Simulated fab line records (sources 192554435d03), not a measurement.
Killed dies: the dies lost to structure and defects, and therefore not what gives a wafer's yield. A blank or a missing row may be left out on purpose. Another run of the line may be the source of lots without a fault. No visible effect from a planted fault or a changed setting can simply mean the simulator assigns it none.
fab line records / flow n5Finfet
record lots=3 wafers=9 lastDay=18
route steps=1938 shown BEOL_M14@1761 BEOL_M15@1773 PASSIVATION@1936
lots that met no fault: from a run of the same line without faults
startH: start of the lot's first displayed wafer, in hours after the record's first day / waitH: hours since the lot's step before / " unchanged from the row above / L1.1+2: a row that stands for several wafers / - no value, or no start was given / * or withheld: withheld / < > ~ a bound
route shown NAME@n: names a module that has steps shown in the file, with the first one's number in the route / usual: mean and standard deviation over wafers with no fault / same: alike in all rows / chamber/n: place in a boat / sites: each site's reading / _std_site: standard deviation of those values / _edge_site: outer sites' mean less inner sites' / radiusMm: for every site, how far away it sits from the centre of the wafer / mask NAME#n: copy n / behind: the most recent tool/chamber to have shaped the wafer / hold: reason for holding the lot/hours on hold/outcome of the hold / device: transistor that didn't switch, given as n, p or np / end of line: the tests these same wafers got at the end of their route / for a step that has no rows: nothing shown but its recipe / killed: dies lost to structure and defects at the first sort, not the wafer's yield / map: dies across one wafer; x = killed, . = not, _ = none there
set.NAME: setting as actually run; set.NAME@STEP: the setting as run at that earlier step / model.NAME: the simulator's own value behind a step, which no gauge read
lots seen at some steps along the route; tables by step, rows by wafer
services: when a tool's chamber went out of use (startH, in hours from the record's first day, below 0 if earlier), for how many hours, and the reason
## steps
# step N5_BEOL_M14_PRE_CLEAN_42
# recipe gas=H2/He timeS=30 tempC=300
# step N5_BEOL_M14_SPUTTER_43
# recipe material=TaN targetThkA=150 tempC=50 biasV=168.6 powerW=15000 chamberPressurePa=0.12 timeS=24.19
# step N5_BEOL_M14_SPUTTER_44
# recipe material=Ta targetThkA=150 tempC=50 biasV=80 powerW=15000 chamberPressurePa=0.07 timeS=24.19
# step N5_BEOL_M14_SPUTTER_45
# recipe material=Cu targetThkA=1000 tempC=-20 biasV=60 powerW=26000 chamberPressurePa=0.13 timeS=16.67
# step N5_BEOL_M14_ECD_47
# recipe material=Cu targetThkA=12480
# step N5_BEOL_M14_ANNEAL_48
# recipe tempC=225 timeS=90 ambient=N2
# step N5_BEOL_M14_CMP_49
# recipe stopOn=SiO2 tOverpolishS=5.2 downForcePsi=2 platenRpm=80 clearingPlatenDownForcePsi=2 clearingPlatenRpm=80 postCmpClean=cuAlkaline targetThkNm=560 clearingPlatenPadVelocityMS=1.5917 padVelocityMS=1.5917
# step N5_BEOL_M14_PRE_CLEAN_52
# recipe gas=NH3 timeS=15 tempC=withheld rfPowerW=300
# step N5_BEOL_M14_DEP_53
# recipe material=SiCN targetThkA=500 tempC=withheld precursor=3MS/NH3 pressureTorr=3 rfW=675 timeS=17.8
# step N5_BEOL_M15_ILD_DEP_00
# recipe material=SiO2 targetThkA=16293 tempC=400 precursor=TEOS/O2 pressureTorr=6.5 rfW=900 teosFlowSccm=161.4 gas=O2 flowSccm=2650 timeS=346.1
# usual heaterPowerOuterW=306/62 heaterPowerW=539/100 showerheadPlenumPTorr=8.33/0.054 throttleValvePct=18.0/0.67
lot.wafer=L712.3 tool=pecvd-03 chamber=0 startH=311.88 waitH=0.0 heaterPowerOuterW=342 heaterPowerW=534 showerheadPlenumPTorr=8.33 sinceWetCleanH=835 throttleValvePct=18.4
lot.wafer=L712.5 tool=pecvd-03 chamber=1 startH=311.88 waitH=0.0 heaterPowerOuterW=295 heaterPowerW=556 showerheadPlenumPTorr=8.45 sinceWetCleanH=- throttleValvePct=18.0
lot.wafer=L712.6 tool=pecvd-03 chamber=0 startH=311.88 waitH=0.0 heaterPowerOuterW=230 heaterPowerW=412 showerheadPlenumPTorr=8.33 sinceWetCleanH=- throttleValvePct=18.0
lot.wafer=L724.2 tool=pecvd-03 chamber=1 startH=384.15 waitH=0.0 heaterPowerOuterW=405 heaterPowerW=690 showerheadPlenumPTorr=8.43 sinceWetCleanH=1632 throttleValvePct=18.2
lot.wafer=L724.5 tool=pecvd-03 chamber=1 startH=384.15 waitH=0.0 heaterPowerOuterW=291 heaterPowerW=534 showerheadPlenumPTorr=8.42 sinceWetCleanH=- throttleValvePct=18.0
lot.wafer=L724.6 tool=pecvd-03 chamber=0 startH=384.15 waitH=0.0 heaterPowerOuterW=228 heaterPowerW=426 showerheadPlenumPTorr=8.32 sinceWetCleanH=- throttleValvePct=18.4
lot.wafer=L729.2 tool=pecvd-04 chamber=0 startH=421.33 waitH=0.0 heaterPowerOuterW=258 heaterPowerW=464 showerheadPlenumPTorr=8.29 sinceWetCleanH=1125 throttleValvePct=19.2
lot.wafer=L729.3 tool=pecvd-04 chamber=1 startH=421.33 waitH=0.0 heaterPowerOuterW=436 heaterPowerW=692 showerheadPlenumPTorr=8.32 sinceWetCleanH=1850 throttleValvePct=18.3
lot.wafer=L729.5 tool=pecvd-04 chamber=1 startH=421.33 waitH=0.0 heaterPowerOuterW=348 heaterPowerW=594 showerheadPlenumPTorr=8.27 sinceWetCleanH=- throttleValvePct=18.4
# step N5_BEOL_M15_COAT_58
# recipe resist=BARC tempC=205 timeS=60 spinRpm=1500 resistThkNm=89
# step N5_BEOL_M15_COAT_04
# recipe spinRpm=1704 resistThkNm=800
# step N5_BEOL_M15_EBR_06
# recipe solvent=PGMEA ebrWidthMm=1.5
# step N5_BEOL_M15_SOFTBAKE_05
# recipe tempC=130 timeS=60
# step N5_BEOL_M15_EXPOSE_07
# recipe maskId=V14 na=0.8 sourceShape=annular sigmaInner=0.5 sigmaOuter=0.8 polarization=unpolarized attpsmPhaseDeg=180 doseMj=41.25
# step N5_BEOL_M15_PEB_08
# recipe pebTempC=130 pebTimeS=90
# step N5_BEOL_M15_DEVELOP_09
# recipe developTimeS=45 rinseLiquid=diw dry=airSpin devTempC=21
# step N5_BEOL_M15_HARDBAKE_14
# recipe tempC=130 timeS=120
# step N5_BEOL_M15_INSPECT_12
# recipe mode=adi inspectInstrument=macro
# usual rawDefectCount=2.0/1.4
lot.wafer=L712.3 tool=defectInspect-02 chamber=- startH=312.61 waitH=0.0 rawDefectCount=3
lot.wafer=L712.5 tool=defectInspect-02 chamber=- startH=312.61 waitH=0.0 rawDefectCount=2
lot.wafer=L712.6 tool=defectInspect-02 chamber=- startH=312.61 waitH=0.0 rawDefectCount=0
lot.wafer=L724.2 tool=defectInspect-01 chamber=- startH=384.89 waitH=0.0 rawDefectCount=2
lot.wafer=L724.5 tool=defectInspect-01 chamber=- startH=384.89 waitH=0.0 rawDefectCount=3
lot.wafer=L724.6 tool=defectInspect-01 chamber=- startH=384.89 waitH=0.0 rawDefectCount=53
lot.wafer=L729.2 tool=defectInspect-01 chamber=- startH=422.06 waitH=0.0 rawDefectCount=1
lot.wafer=L729.3 tool=defectInspect-01 chamber=- startH=422.06 waitH=0.0 rawDefectCount=0
lot.wafer=L729.5 tool=defectInspect-01 chamber=- startH=422.06 waitH=0.0 rawDefectCount=3
# step N5_BEOL_M15_DESCUM_15
# recipe chemistry=O2 timeS=7.9 sourcePowerW=50 biasPowerW=20 pressureMtorr=20 rfFrequencyHz=2.712e+07 tempC=40 o2FlowSccm=225
# step N5_BEOL_M15_ETCH_59
# recipe chemistry=N2/H2 target=BARC targetDepthA=890 overetchA=267 timeS=67.9 ionEnergyEv=200 pressureMtorr=30 sourceW=840 biasW=150 n2FlowSccm=200 h2FlowSccm=200
# step N5_BEOL_M15_VIA_ETCH_16
# recipe chemistry=C4F8/O2/Ar target=SiO2 heInnerTorr=15 heOuterTorr=30 targetDepthA=17922 timeS=withheld ionEnergyEv=800 pressureMtorr=20 sourceW=1905 biasW=2040 Ar_flow_sccm=400 C4F8_flow_sccm=16 O2_flow_sccm=12 ends=cleared
# step N5_BEOL_M15_STRIP_63
# recipe chemistry=O2 powerW=600 tempC=60 pressureMtorr=30 rfFrequencyHz=6e+07 biasPowerW=0 overashFraction=0.3 o2FlowSccm=225
# step N5_BEOL_M15_STRIP_64
# recipe chemistry=O2 powerW=600 tempC=60 pressureMtorr=30 rfFrequencyHz=6e+07 biasPowerW=0 overashFraction=0.3 o2FlowSccm=225
# step N5_BEOL_M15_STRIP_65
# recipe chemistry=postEtchResidueRemover timeS=60 tempC=25 removerPh=withheld removerWaterWtPct=withheld removerFluorideWtPct=withheld
# step N5_BEOL_M15_SRD_66
# recipe timeS=30 tempC=23 rinseLiquid=diw dry=n2Spin spinRpm=1500 dryTimeS=30
# step N5_BEOL_M15_COAT_56
# recipe resist=SOC tempC=250 timeS=60 spinRpm=1500 resistThkNm=550
# step N5_BEOL_M15_ETCH_57
# recipe chemistry=N2/H2 target=SOC sourceW=3000 biasW=350 timeS=750 ionEnergyEv=200 pressureMtorr=30 n2FlowSccm=200 h2FlowSccm=200
# step N5_BEOL_M15_COAT_60
# recipe resist=BARC tempC=205 timeS=60 spinRpm=1500 resistThkNm=89
# step N5_BEOL_M15_COAT_22
# recipe spinRpm=1704 resistThkNm=800
# step N5_BEOL_M15_EBR_24
# recipe solvent=PGMEA ebrWidthMm=1.5
# step N5_BEOL_M15_SOFTBAKE_23
# recipe tempC=130 timeS=60
# step N5_BEOL_M15_EXPOSE_25
# recipe maskId=M15 na=0.8 sourceShape=annular sigmaInner=0.5 sigmaOuter=0.8 polarization=unpolarized targetCdNm=400 doseMj=35.5
# step N5_BEOL_M15_PEB_26
# recipe pebTempC=130 pebTimeS=90
# step N5_BEOL_M15_DEVELOP_27
# recipe developTimeS=45 rinseLiquid=diw dry=airSpin devTempC=21
# step N5_BEOL_M15_INSPECT_30
# recipe mode=adi inspectInstrument=macro
# usual rawDefectCount=1.7/1.4
lot.wafer=L712.3 tool=defectInspect-02 chamber=- startH=314.30 waitH=0.0 rawDefectCount=4
lot.wafer=L712.5 tool=defectInspect-02 chamber=- startH=314.30 waitH=0.0 rawDefectCount=3
lot.wafer=L712.6 tool=defectInspect-02 chamber=- startH=314.30 waitH=0.0 rawDefectCount=1
lot.wafer=L724.2 tool=defectInspect-01 chamber=- startH=386.51 waitH=0.0 rawDefectCount=3
lot.wafer=L724.5 tool=defectInspect-01 chamber=- startH=386.51 waitH=0.0 rawDefectCount=0
lot.wafer=L724.6 tool=defectInspect-01 chamber=- startH=386.51 waitH=0.0 rawDefectCount=51
lot.wafer=L729.2 tool=defectInspect-01 chamber=- startH=423.75 waitH=0.0 rawDefectCount=4
lot.wafer=L729.3 tool=defectInspect-01 chamber=- startH=423.75 waitH=0.0 rawDefectCount=2
lot.wafer=L729.5 tool=defectInspect-01 chamber=- startH=423.75 waitH=0.0 rawDefectCount=2
# step N5_PASSIVATION_PROBE_49
# usual defectLimitedYield=91.1/1.5 killed_at_M0_to_M3=35/9.5 killed_at_M4_up=13/5.2 killedAtContacts=12/6.1 killedAtFrontEnd=41/14 killedAtOther=3.8/2.9 killedDies=105/17 killedOpen=70/13 killedShort=33/8.4 sort_bin_5_function=5.1/0.97 sort_bin_6_memory=3.4/0.69 sortNPass=1075/17 sortYieldPct=91.1/1.5
# same grossDies=1180 killedAtBackSide=0 sort_bin_4_leakage[%]=0 sort_bin_8_speed[%]=0
lot.wafer=L724.6 tool=prober-01 chamber=- startH=412.18 waitH=0.3 defectLimitedYield[%]=88.3 killed_at_M0_to_M3=24 killed_at_M4_up=35 killedAtContacts=13 killedAtFrontEnd=64 killedAtOther=2 killedDies=138 killedOpen=84 killedShort=31 sort_bin_5_function[%]=7.3 sort_bin_6_memory[%]=4.0 sortNPass=1042 sortYieldPct[%]=88.3
# killed by level:class
L724.6 FIN_SAQP:geometricParticle:open=25 BEOL_M15:unspecified=23 STI_FIN_REVEAL:geometricParticle:open=13 MOL_CONTACT_COAG:geometricParticle:open=11 FIN_SAQP:geometricParticle:short=6 BEOL_M0_SAQP:geometricParticle:short=6 BEOL_M3:geometricParticle:open=5 BEOL_M5:geometricParticle:open=5
# map L724.6 (x killed, . not)
_________________............________________
______________................x._____________
___________.x......x..........x....__________
__________x...........x.x..........._________
________.x...............x...........x_______
_______....x.........x.....x.x..x..x...______
______......x.....x....x.xx............._____
_____........x......x..x...xx............____
____....x....x............................___
___...........x.............x...........xx.__
___..x..x..................................__
__..........x........................x..x..._
__.................................x........_
_.x.......x..............x........x.xx.......
_......................x.xx............x.....
_.x.........x.........................x...x..
_x..........x.x.............x.......x........
_........x....xx.x...........................
_.............x........x.....................
_x..x.....x...............x.x....x....x......
_......x......x...x.........x.....x...x......
__................x........................._
__.....x.x.x............xx.................._
___........x..............................x__
___...xxx.x........x........xx.............__
____........x..........x.xx.............x.___
_____x..x.....x...........x..x...........____
______....xx.x.....x....x........x......_____
_______.x....xxx.....x............x....______
________..xx......x..........x......x._______
__________..xxx..x...x.....x........_________
___________x.xxxxx.................__________
______________x.xxxx............_____________
_________________x.x.......x.________________
# map L712.5 (x killed, . not)
_________________...xxx....x.________________
______________..x..............._____________
___________...............x......x.__________
__________.....x.........x.x.......x_________
________...........x.................._______
_______.................x..............______
______.......................x.........._____
_____.......................x.........x..____
____.xx.x........xx.....x.................___
___.........x....xx.....x..................__
___..x.................x.......x...........__
__x.....x.....x.......x....................._
__....x..x.....................x.x.........._
_.......x..............x........x............
_..............x.......................x.xx.x
_............................................
_.....x..x........x............x.........xx..
_x........x...........x...........x.....x.x..
_....x.....x.......x........x................
_........x..........x....................x...
_x..x.......xxx..x.............x.............
__..........x..............................._
__...x............................x...x....._
___..........x..............x...x....x.....__
___..x........................x.x....x.....__
____...x................................x.___
_____.......x.............x.......x......____
______...x.............................._____
_______....x...x.................x.....______
________.....x...............x........_______
__________...x..........x..........._________
___________......................x.__________
______________....x............._____________
_________________x....x......________________
## services
tool=pecvd-04 chamber=0 startH=327.13 hours=2.1 kind=repair
tool=pecvd-04 chamber=2 startH=394.54 hours=4.2 kind=repair
## key
firstSign step=N5_BEOL_M15_INSPECT_12 reading=rawDefectCount direction=up sigmas=35 usual=2.0 struck=53
effect step=N5_BEOL_M15_INSPECT_30 reading=rawDefectCount direction=up sigmas=36 usual=1.7 struck=51
effect step=N5_PASSIVATION_PROBE_49 reading=killed_at_M4_up direction=up sigmas=4.3 usual=13 struck=35
metAt N5_BEOL_M15_ILD_DEP_00
struckWafers L724.6
onsetBetween 311.88 384.15
fault kind=chamberParticleSource tool=pecvd-03 chamber=0 onsetH=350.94 steps=N5_BEOL_M15_ILD_DEP_00 ratePerVisitCm2=0.072853 endH=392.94
